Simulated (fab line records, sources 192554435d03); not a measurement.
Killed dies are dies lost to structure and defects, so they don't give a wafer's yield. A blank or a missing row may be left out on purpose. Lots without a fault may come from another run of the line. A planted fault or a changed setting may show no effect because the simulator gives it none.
Split-lot experiment | flow n5_finfet | 7 lots, 39 wafers read, on a route of 1938 steps

THE SPLIT
At N5_SD_EPI_N_DEVELOP_08 (develop time 30 s), the setting develop_time_s was moved away from the recipe's 30 s on 9 of the 39 wafers read, by -35.1% to +34.8%. The other wafers ran this setting at the recipe's value.

The file shows no step between the split and the reading.

THE READING
cd_nm, in nm, at N5_SD_EPI_N_CD_MEAS_09 (target cd 120 nm). Fault-free wafers of this fab line usually give 120.0 nm, standard deviation 0.55 nm.

wafer  | tool, chamber at the split | develop_time_s as run, s | against the recipe | cd_nm, nm | against lot-mates on the recipe
L074.1 | litho_track-03, 0          | 30                       | recipe             | 119.8     | -
L074.2 | litho_track-03, 0          | 30                       | recipe             | 119.7     | -
L074.3 | litho_track-03, 0          | 19.46                    | -35.1%             | 117.7     | -2.2
L074.4 | litho_track-03, 0          | 30                       | recipe             | 120.2     | -
L074.5 | litho_track-03, 0          | 19.46                    | -35.1%             | 117.3     | -2.6
L074.6 | litho_track-03, 0          | 19.46                    | -35.1%             | 118.0     | -1.9
L078.1 | litho_track-05, 0          | 30                       | recipe             | 119.4     | -
L078.2 | litho_track-05, 0          | 30                       | recipe             | 119.8     | -
L078.3 | litho_track-05, 0          | 30                       | recipe             | 119.8     | -
L079.1 | litho_track-03, 0          | 40.45                    | +34.8%             | 122.8     | +2.2
L079.2 | litho_track-03, 0          | 40.45                    | +34.8%             | 122.5     | +1.9
L079.3 | litho_track-03, 0          | 30                       | recipe             | 120.7     | -
L079.4 | litho_track-03, 0          | 30                       | recipe             | 120.7     | -
L079.5 | litho_track-03, 0          | 40.45                    | +34.8%             | 122.0     | +1.4
L079.6 | litho_track-03, 0          | 30                       | recipe             | 120.4     | -
L080.1 | litho_track-01, 0          | 30                       | recipe             | 120.6     | -
L080.2 | litho_track-01, 0          | 30                       | recipe             | 120.1     | -
L080.3 | litho_track-01, 0          | 30                       | recipe             | 120.0     | -
L080.4 | litho_track-01, 0          | 30                       | recipe             | 120.4     | -
L080.5 | litho_track-01, 0          | 30                       | recipe             | 119.8     | -
L080.6 | litho_track-01, 0          | 30                       | recipe             | 120.3     | -
L088.1 | litho_track-03, 0          | 30                       | recipe             | 120.1     | -
L088.2 | litho_track-03, 0          | 30                       | recipe             | 120.4     | -
L088.3 | litho_track-03, 0          | 30                       | recipe             | 120.6     | -
L088.4 | litho_track-03, 0          | 30                       | recipe             | 120.3     | -
L088.5 | litho_track-03, 0          | 30                       | recipe             | 120.4     | -
L088.6 | litho_track-03, 0          | 30                       | recipe             | 120.2     | -
L090.1 | litho_track-05, 0          | 36.36                    | +21.2%             | 120.8     | +0.8
L090.2 | litho_track-05, 0          | 30                       | recipe             | 120.0     | -
L090.3 | litho_track-05, 0          | 36.36                    | +21.2%             | 121.2     | +1.2
L090.4 | litho_track-05, 0          | 30                       | recipe             | 120.2     | -
L090.5 | litho_track-05, 0          | 36.36                    | +21.2%             | 121.3     | +1.3
L090.6 | litho_track-05, 0          | 30                       | recipe             | 119.7     | -
L096.1 | litho_track-03, 0          | 30                       | recipe             | 120.5     | -
L096.2 | litho_track-03, 0          | 30                       | recipe             | 120.5     | -
L096.3 | litho_track-03, 0          | 30                       | recipe             | 120.8     | -
L096.4 | litho_track-03, 0          | 30                       | recipe             | 120.3     | -
L096.5 | litho_track-03, 0          | 30                       | recipe             | 120.1     | -
L096.6 | litho_track-03, 0          | 30                       | recipe             | 120.3     | -

THE FIT
A straight line over all 39 wafers: cd_nm changes by +0.0646 nm for each +1% of develop_time_s; r = +0.94; the points scatter about the line by 0.36 nm.
The same after taking each lot's own level away (the mean of its wafers on the recipe; 39 wafers): +0.0577 nm for each +1%; r = +0.96; scatter 0.24 nm.
On that fit, the largest move of develop_time_s shifts the reading by 2 nm.
The lots' own levels span 119.67 to 120.60 nm, that is 1.7 times the standard deviation above.
So the lot-to-lot level changes the slope: the two fits differ.
Check: with one of the wafers moved furthest among these (-35.1%) left out of the fit, the line predicts -2.03 nm for it against its lot-mates. It came out at -2.2 nm against them.

OTHER SPLITS ON THESE WAFERS
These wafers also went through other splits before the reading. Each is held against what the fit with the lots' levels taken away leaves over:
other split on the same wafers | wafers away from the commonest value | r with cd_nm (lot level and that fit taken away)
N5_FIN_SAQP_ETCH_65 time_s     | 12                                   | +0.22

THE WHOLE CHAIN: every reading that the file lists as answering this split, in the file's order
step                   | what it does                                           | reading                                                         | change (the file's fit)                | r (the file's)
N5_SD_EPI_N_CD_MEAS_09 | target cd 120 nm                                       | cd_nm                                                           | +0.058 nm for each +1% of the setting  | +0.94
N5_SD_EPI_N_DESCUM_14  | chemistry O2, time 7.9 s                               | SD_EPI_N.cd_nm (the simulator's own value, which no gauge read) | +0.0585 nm for each +1% of the setting | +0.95
N5_SD_EPI_N_ETCH_34    | etches SiARC in CF4, target depth 45.5 nm, time 75.8 s | SD_EPI_N.cd_nm (the simulator's own value, which no gauge read) | +0.0582 nm for each +1% of the setting | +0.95

THE FILE'S OWN FIT
cd_nm changes by +0.058 nm for each +1% of develop_time_s, r = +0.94.
